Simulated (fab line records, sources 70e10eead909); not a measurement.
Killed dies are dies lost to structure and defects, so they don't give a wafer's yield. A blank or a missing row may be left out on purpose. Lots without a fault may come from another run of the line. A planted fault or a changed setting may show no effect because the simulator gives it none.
A struck lot beside a sound one | flow nand_harc | 14 steps out of a route of 1302
Sound: wafers L501.1, L501.2, L501.4. Struck: wafer L502.4. (L502.2, L502.5 of the same lot were not struck and are left out.) The cause comes at the end.
At each step with rows: each side's tool, then ch and its chambers, then its first start. Under that, the readings that differ: sound wafers | struck wafers | difference of the means | sigmas: that difference in standard deviations of wafers without a fault.
alike: readings whose means differ by less than 2 such deviations, and words and numbers that are the same on both sides. not compared: withheld readings, readings that some wafer has no value for, bounds like >300 that may hide the same value, and numbers for which the record gives no deviation and whose values overlap.
The two part at a step that has a row with sigmas, a row that says differs or no value, or rows on one side only. Numbers that don't overlap but have no deviation are shown without sigmas and don't part them. A reading that every wafer of one side lacks parts them only if that side has two wafers or more.

first, 9 steps without rows for these wafers: NHARC_THIN_TSV_PVD_24 (deposits Al, target thk 800 nm); NHARC_THIN_TSV_DEHYDRATE_25 (time 120 s); NHARC_THIN_TSV_HMDS_26 (time 30 s); NHARC_THIN_TSV_COAT_27; NHARC_THIN_TSV_SOFTBAKE_28 (time 95 s); NHARC_THIN_TSV_EBR_29; NHARC_THIN_TSV_EXPOSE_30 (exposes mask PAD); NHARC_THIN_TSV_PEB_31 (peb time 85 s); NHARC_THIN_TSV_DEVELOP_32 (time 70 s).
NHARC_THIN_TSV_CD_MEAS_33: target cd 5000 nm.
  sound on cd_sem-03 ch 0, day 27 15:46; struck on cd_sem-02 ch 0, day 29 04:12
  alike: cd_nm
then, 1 step without rows for these wafers: NHARC_THIN_TSV_HARDBAKE_34 (time 80 s).
NHARC_THIN_TSV_DESCUM_35: chemistry O2, time 3 s.
  sound on rie_diel-10 ch 0,1,2, day 27 15:56; struck on rie_diel-12 ch 3, day 29 04:23
  reading      | sound          | struck | difference | sigmas
  rf_vpp_V (V) | 57.4 57.8 59.1 | 55.6   | -2.5       | -2
  alike: drypump_motor_current_A, oes_product_au, showerhead_plenum_p_Torr, throttle_valve_pct
  not compared: rf_hours_counter_h
NHARC_THIN_TSV_ETCH_59: etches the open film in Cl2/BCl3, target depth 880 nm, time 138.1 s.
  sound on rie_metal-02 ch 0,1, day 27 16:04; struck on rie_metal-02 ch 0, day 29 04:33
  reading          | sound             | struck | difference | sigmas
  run_length_s (s) | 159.0 159.9 158.6 | 145.2  | -14.0      | -28
  alike: drypump_motor_current_A, oes_product_au, throttle_valve_pct
  not compared: rf_hours_counter_h
NHARC_THIN_TSV_ETCH_36: etches the open film in Cl2/BCl3, target depth 65 nm, time 18.571 s.
  sound on rie_metal-02 ch 0,1, day 27 16:19; struck on rie_metal-02 ch 0, day 29 04:47
  alike: drypump_motor_current_A, oes_product_au, run_length_s
  not compared: rf_hours_counter_h

WHERE THEY PART
First at NHARC_THIN_TSV_DESCUM_35; last, within this record, at NHARC_THIN_TSV_ETCH_59. Later steps at which nothing parts them and some readings are alike: NHARC_THIN_TSV_ETCH_36.

WHY: what the simulator had put in
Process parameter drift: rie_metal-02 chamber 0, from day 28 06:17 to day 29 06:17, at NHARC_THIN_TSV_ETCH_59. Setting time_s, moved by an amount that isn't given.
